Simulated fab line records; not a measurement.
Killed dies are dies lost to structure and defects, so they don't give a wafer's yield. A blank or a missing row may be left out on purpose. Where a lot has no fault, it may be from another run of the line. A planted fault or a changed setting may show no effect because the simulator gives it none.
Which tool is to blame? | flow n5 finfet | 32 wafers from 11 lots sampled at 2 of the route's 1938 steps

WHAT THE GAUGES READ, wafer by wafer
N5_MIM_BOT_LITHO_INSPECT_12: inspects for defects (macro).
lot  | measured     | on                | raw defect count
L164 | day 13 13:32 | defect inspect-02 | 1 2 1
L165 | day 14 03:58 | defect inspect-01 | 2 0 2
L168 | day 14 15:58 | defect inspect-01 | 1 1 2
L170 | day 14 17:36 | defect inspect-01 | 3 4 2
L171 | day 14 20:20 | defect inspect-01 | 4 0 1
L169 | day 14 21:06 | defect inspect-02 | 2 2 2
L173 | day 15 10:34 | defect inspect-01 | 5 1 5
L175 | day 16 06:42 | defect inspect-02 | 3 2 6
L178 | day 17 05:04 | defect inspect-01 | 1 1
L182 | day 17 19:42 | defect inspect-02 | 4 4 2
L183 | day 17 20:46 | defect inspect-01 | 5 2 2

WHICH TOOL RAN EACH LOT (tool, then ch and the chambers of the sampled wafers, then the start)
lot  | N5_MIM_TOP_DEGAS_04
L164 | pvd sputter-01, day 13 11:23
L165 | pvd sputter-02, day 14 02:08
L168 | pvd sputter-02, day 14 14:29
L170 | pvd sputter-02, day 14 16:08
L171 | pvd sputter-03, day 14 18:51
L169 | pvd sputter-01, day 14 19:38
L173 | pvd sputter-02, day 15 09:13
L175 | pvd sputter-01, day 16 05:16
L178 | pvd sputter-01, day 17 03:42
L182 | pvd sputter-02, day 17 18:21
L183 | pvd sputter-02, day 17 19:25
- N5_MIM_TOP_DEGAS_04: time 60 s.

THE ANSWER, worked out from the rows above alone
Rule: usual is defined by the lots themselves. Put in order of their means at a reading, lots are off if they are a third of the lots or fewer, leave a main group of 4 or more, and stand apart from it by a gap of 3 or more times the standard deviation of the main group's means; of several such gaps the widest counts. A main group is skipped when, at the precision printed for the reading in the tables above, its means are all equal. A lot without any number at a reading at which 4 lots or more have one is off too. Any other lot the step has rows for is counted as sound.
No lot is off on any of the readings shown, so nothing can be concluded from this.

WHAT WAS PUT IN BY THE SIMULATOR
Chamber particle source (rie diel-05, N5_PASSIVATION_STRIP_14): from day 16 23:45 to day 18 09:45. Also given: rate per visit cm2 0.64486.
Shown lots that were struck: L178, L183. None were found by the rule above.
